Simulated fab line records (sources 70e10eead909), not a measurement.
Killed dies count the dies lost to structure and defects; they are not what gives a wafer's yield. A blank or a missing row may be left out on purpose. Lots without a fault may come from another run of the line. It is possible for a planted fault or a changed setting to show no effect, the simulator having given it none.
Chamber matching | flow nand-harc | NHARC_A_SLIT_DESCUM_14 on rie-diel-05: 4 sister chambers
The step chemistry O2, time 3 s. 8 wafers are shown with their chamber, then 10 later ones without.

WAFERS, EACH WITH ITS CHAMBER
wafer  | chamber | showerhead-plenum-p-Torr (Torr) | drypump-motor-current-A (A)
L853.1 | 3       | 1.90                            | 5.4
L858.4 | 3       | 1.90                            | 5.3
L861.3 | 0       | 1.82                            | 5.6
L863.1 | 0       | 1.82                            | 5.5
L863.2 | 2       | 1.88                            | 5.7
L863.4 | 1       | 1.93                            | 6.3
L870.2 | 2       | 1.88                            | 5.6
L870.5 | 1       | 1.92                            | 6.3

WAFERS WITH NO CHAMBER GIVEN
wafer  | showerhead-plenum-p-Torr (Torr) | drypump-motor-current-A (A)
L870.6 | 1.82                            | 5.5
L873.1 | 1.88                            | 5.6
L873.5 | 1.89                            | 5.3
L873.6 | 1.88                            | 5.7
L874.1 | 1.82                            | 5.6
L874.2 | 1.89                            | 5.3
L874.3 | 1.92                            | 6.4
L875.3 | 1.92                            | 6.4
L875.4 | 1.88                            | 5.7
L875.6 | 1.89                            | 5.3

WHICH CHAMBER EACH WENT THROUGH
wafer  | from the rows above | in truth
L870.6 | 0                   | 0
L873.1 | 2                   | 2
L873.5 | 3                   | 3
L873.6 | 2                   | 2
L874.1 | 0                   | 0
L874.2 | 3                   | 3
L874.3 | 1                   | 1
L875.3 | 1                   | 1
L875.4 | 2                   | 2
L875.6 | 3                   | 3
10 of 10 placed correctly. Can't be placed from these rows: 0. Number placed wrongly: 0.
How it was worked out, from the rows above alone: a wafer's distance from a chamber is the root of the sum, over the readings, of the square of ((its reading less the chamber's mean) divided by the reading's scatter). If the next closest chamber is less than 2 further off than the closest, the wafer can't be placed; otherwise it belongs to the closest. The mean given for a chamber averages the wafers shown for that chamber. How the scatter is found: for the shown wafers, subtract from each reading the mean of its chamber, square and add these, divide the total by (wafers less chambers), then take the root.
